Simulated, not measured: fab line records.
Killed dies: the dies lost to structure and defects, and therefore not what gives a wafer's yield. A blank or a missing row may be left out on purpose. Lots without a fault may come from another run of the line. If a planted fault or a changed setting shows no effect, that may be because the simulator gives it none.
Chamber matching + flow n5-finfet + rie-si-01 running N5_FIN_CUT_CUT_ETCH_15: 4 sister chambers
The step etches Si in HBr/Cl2/O2, target depth 100 nm, bt time 10 s, time 42.4 s. 4 wafers are shown with their chamber, then 7 later ones without.

WAFERS, EACH WITH ITS CHAMBER
| wafer  | chamber | oes-product-au (a.u.) |
|--------|---------|-----------------------|
| L086.3 | 1       | 1.003                 |
| L087.3 | 0       | 1.038                 |
| L089.2 | 3       | 1.015                 |
| L089.4 | 2       | 0.996                 |

WAFERS WITHOUT THEIR CHAMBER
| wafer  | oes-product-au (a.u.) |
|--------|-----------------------|
| L089.5 | 1.039                 |
| L090.1 | 1.007                 |
| L090.2 | 1.034                 |
| L090.4 | 1.001                 |
| L094.2 | 1.009                 |
| L094.3 | 1.007                 |
| L094.4 | 1.004                 |

WHICH CHAMBER EACH ONE RAN IN
| wafer  | from the rows above          | in truth |
|--------|------------------------------|----------|
| L089.5 | 0                            | 0        |
| L090.1 | can't be placed: 1 or 3 or 2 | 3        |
| L090.2 | 0                            | 0        |
| L090.4 | can't be placed: 1 or 2      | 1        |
| L094.2 | can't be placed: 1 or 3 or 2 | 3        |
| L094.3 | can't be placed: 1 or 3 or 2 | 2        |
| L094.4 | can't be placed: 1 or 2      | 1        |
Placed correctly: 2 of 7. From these rows, 5 cannot be placed; in 5 the true chamber is one of the candidates. Number placed wrongly: 0.
How it was worked out, from the rows above alone: a wafer's distance from a chamber is the root of the sum, over the readings, of the square of ((its reading less the chamber's mean) divided by the reading's scatter). The wafer belongs to the nearest chamber; if the next one is less than 2 further off, it can't be placed. The mean given for a chamber averages the wafers shown for that chamber. The scatter: with one shown wafer a chamber, the root of the mean of the squares of how far each hidden wafer lies from its nearest shown one.
